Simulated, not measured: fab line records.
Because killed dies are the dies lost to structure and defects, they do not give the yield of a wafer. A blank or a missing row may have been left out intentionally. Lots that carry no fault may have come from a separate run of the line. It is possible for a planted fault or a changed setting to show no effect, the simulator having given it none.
Which tool did it? || flow nand_harc || 36 wafers sampled from 12 lots at 1 step of a route of 1302

## WHAT EACH GAUGE READ, for each wafer
NHARC_A_CHANNEL_HOLE_D1_CD_MEAS_18.
{"lot": "L074", "measured": "day 8 14:07", "on": "cd_sem-01", "cd_nm (nm)": "96 101 100"}
{"lot": "L077", "measured": "day 9 14:31", "on": "cd_sem-03", "cd_nm (nm)": "101 101 103"}
{"lot": "L079", "measured": "day 10 16:10", "on": "cd_sem-03", "cd_nm (nm)": "97 101 100"}
{"lot": "L081", "measured": "day 11 04:27", "on": "cd_sem-03", "cd_nm (nm)": "98 108 96"}
{"lot": "L083", "measured": "day 12 01:56", "on": "cd_sem-02", "cd_nm (nm)": "101 103 97"}
{"lot": "L085", "measured": "day 13 06:51", "on": "cd_sem-03", "cd_nm (nm)": "95 94 102"}
{"lot": "L087", "measured": "day 13 20:04", "on": "cd_sem-03", "cd_nm (nm)": "101 100 100"}
{"lot": "L088", "measured": "day 14 12:26", "on": "cd_sem-03", "cd_nm (nm)": "97 98 95"}
{"lot": "L091", "measured": "day 15 13:22", "on": "cd_sem-02", "cd_nm (nm)": "96 101 101"}
{"lot": "L093", "measured": "day 16 04:15", "on": "cd_sem-03", "cd_nm (nm)": "100 100 98"}
{"lot": "L095", "measured": "day 17 05:11", "on": "cd_sem-02", "cd_nm (nm)": "96 99 99"}
{"lot": "L097", "measured": "day 17 21:15", "on": "cd_sem-03", "cd_nm (nm)": "106 98 100"}

## TOOL THAT RAN EACH LOT (tool first, then ch and the chambers of the sampled wafers, then the start)
Before these readings, the record contains no process step.

## THE ANSWER, worked out from the rows above alone
Rule: the lots themselves supply what counts as usual. The widest of any qualifying gaps counts: lots, ordered by their means at a reading, are off when they make up no more than a third of the lots, leave a main group of 4 or more, and stand apart from it by 3 or more times the standard deviation of that group's means. Not used: any main group whose means are identical at the precision the tables above print for the reading. Also off: a lot with no number at a reading for which 4 or more lots have one. All remaining lots with rows at the step are treated as sound.
None of the lots is off at any reading shown; this tells nothing.

## WHAT THE SIMULATOR PUT IN
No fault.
